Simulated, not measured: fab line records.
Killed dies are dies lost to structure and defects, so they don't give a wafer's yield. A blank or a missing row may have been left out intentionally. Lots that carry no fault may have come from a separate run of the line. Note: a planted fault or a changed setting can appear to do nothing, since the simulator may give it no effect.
Which of the tools did it? -- flow n5_finfet -- 11 lots, 33 wafers sampled, at 4 steps of a route of 1938

## WHAT THE GAUGES SHOWED, per wafer
N5_BEOL_M11_INSPECT_30: inspects for defects (brightfield).
lot,measured,on,raw_defect_count
L282,day 11 14:45,defect_inspect-01,435 403 365
L285,day 11 21:18,defect_inspect-02,473 485 545
L284,day 11 21:28,defect_inspect-02,472 497 475
L293,day 14 03:37,defect_inspect-01,391 541 535
L294,day 15 13:38,defect_inspect-01,343 364 393
L297,day 15 19:56,defect_inspect-02,375 451 309
L291,day 16 00:45,defect_inspect-01,283 340 436
L295,day 16 07:34,defect_inspect-02,300 285 341
L300,day 17 10:41,defect_inspect-02,469 479 451
L302,day 17 17:39,defect_inspect-01,487 319 474
L303,day 18 03:44,defect_inspect-02,374 551 432

## WHICH TOOL RAN EACH LOT (tool, then ch and the chambers of the sampled wafers, then the start)
lot,N5_BEOL_M11_HM_DEP_02,N5_BEOL_M11_STRIP_19,N5_BEOL_M11_COAT_22
L282,"pvd_sputter-01, day 11 10:39","rie_diel-03 ch 0,2,3, day 11 11:38","litho_track-02 ch 0, day 11 14:20"
L285,"pvd_sputter-01, day 11 18:50","rie_diel-03 ch 1,2,3, day 11 20:24","litho_track-02 ch 0, day 11 21:00"
L284,"pvd_sputter-03, day 11 19:16","rie_diel-03 ch 0,3, day 11 20:32","litho_track-05 ch 0, day 11 21:01"
L293,"pvd_sputter-01, day 14 01:05","rie_diel-02 ch 0,2,3, day 14 02:05","litho_track-05 ch 0, day 14 03:12"
L294,"pvd_sputter-02, day 15 11:29","rie_diel-06 ch 0,2, day 15 12:21","litho_track-01 ch 0, day 15 13:20"
L297,"pvd_sputter-01, day 15 18:25","rie_diel-03 ch 0,3, day 15 19:23","litho_track-01 ch 0, day 15 19:31"
L291,"pvd_sputter-01, day 15 21:35","rie_diel-06 ch 2,3, day 15 22:40","litho_track-05 ch 0, day 16 00:27"
L295,"pvd_sputter-01, day 16 05:57","rie_diel-02 ch 1,3, day 16 06:55","litho_track-05 ch 0, day 16 07:09"
L300,"pvd_sputter-03, day 17 07:43","rie_diel-03 ch 0,3, day 17 09:14","litho_track-05 ch 0, day 17 10:16"
L302,"pvd_sputter-01, day 17 12:27","rie_diel-03 ch 0,1,3, day 17 14:31","litho_track-01 ch 0, day 17 17:13"
L303,"pvd_sputter-02, day 17 23:35","rie_diel-02 ch 0,2,3, day 18 00:41","litho_track-05 ch 0, day 18 03:26"
- N5_BEOL_M11_HM_DEP_02: deposits TiN, target thk 20 nm.
- N5_BEOL_M11_STRIP_19: strips in O2.
- N5_BEOL_M11_COAT_22: resist thk 90 nm.

## WHAT THE TOOLS THEMSELVES READ (means of the sampled wafers that have a number; where no wafer has one, the mark that the record gives instead)
N5_BEOL_M11_HM_DEP_02.
lot,tool,throttle_valve_pct (%)
L282,pvd_sputter-01,28.6
L285,pvd_sputter-01,30.0
L284,pvd_sputter-03,30.7
L293,pvd_sputter-01,29.5
L294,pvd_sputter-02,29.6
L297,pvd_sputter-01,29.0
L291,pvd_sputter-01,28.7
L295,pvd_sputter-01,28.8
L300,pvd_sputter-03,30.6
L302,pvd_sputter-01,28.8
L303,pvd_sputter-02,31.0

N5_BEOL_M11_STRIP_19.
lot,tool,drypump_motor_current_A (A),oes_product_au (a.u.),rf_vpp_V (V),showerhead_plenum_p_Torr (Torr),throttle_valve_pct (%)
L282,rie_diel-03,5.2,0.89,3.6,2.17,16.51
L285,rie_diel-03,5.6,0.85,3.2,2.21,16.62
L284,rie_diel-03,5.0,0.84,3.1,2.10,16.48
L293,rie_diel-02,5.9,0.77,3.4,2.08,16.85
L294,rie_diel-06,5.6,0.82,3.5,2.03,16.54
L297,rie_diel-03,5.0,0.80,3.7,2.09,16.54
L291,rie_diel-06,6.2,0.70,3.9,2.02,16.75
L295,rie_diel-02,5.9,0.77,3.4,2.05,16.89
L300,rie_diel-03,5.0,0.79,3.4,2.09,16.57
L302,rie_diel-03,5.4,0.83,3.8,2.13,16.53
L303,rie_diel-02,5.8,0.74,4.1,2.07,16.90

N5_BEOL_M11_COAT_22.
lot,tool,dispense_pressure_kPa (kPa),spin_speed_rpm (rpm)
L282,litho_track-02,52,1501.0
L285,litho_track-02,52,1499.5
L284,litho_track-05,56,1499.9
L293,litho_track-05,56,1500.4
L294,litho_track-01,44,1500.4
L297,litho_track-01,44,1498.9
L291,litho_track-05,56,1499.8
L295,litho_track-05,56,1499.8
L300,litho_track-05,56,1305.3
L302,litho_track-01,44,1500.9
L303,litho_track-05,56,1305.0

## THE ANSWER, worked out from the rows above alone
Rule: usual is defined by the lots themselves. Put in order of their means at a reading, lots are off if they are a third of the lots or fewer, leave a main group of 4 or more, and stand apart from it by a gap of 3 or more times the standard deviation of the main group's means; of several such gaps the widest counts. Not used: any main group whose means are identical at the precision the tables above print for the reading. A lot without any number at a reading at which 4 lots or more have one is off too. Where the step has rows for the other lots, those lots are counted as sound. After the gauges, taken in route order, come the tools' own readings; for these a lot's mean is taken, as printed above. The first step at which some lot is off is used, and at that step the reading that is off furthest; a lot without a number counts as furthest.
Off: L300, L303 (N5_BEOL_M11_COAT_22, spin_speed_rpm). The main group has a mean of 1500.1 rpm with a standard deviation of 0.64.
A tool fits if, at that step or a process step before it, it ran every lot that is off, and no sound lot after the first of them. One fits: N5_BEOL_M11_COAT_22 on litho_track-05. A fault onset in the window from L295 (day 16 07:09, its last sound lot) to L300 (day 17 10:16, its first lot off) fits.
On the lots that are off, the tool's own readings at N5_BEOL_M11_COAT_22 differ by more than 5 times the standard deviation of the sound lots' means, which bears it out; spin_speed_rpm reads 1305.2 rpm there versus 1500.1 rpm on the sound lots.

## WHAT HAD BEEN PUT IN BY THE SIMULATOR
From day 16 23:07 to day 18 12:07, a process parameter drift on litho_track-05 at N5_BEOL_M11_COAT_22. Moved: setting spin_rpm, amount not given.
Shown lots that were struck: L300, L303. The rule above reached the same finding.
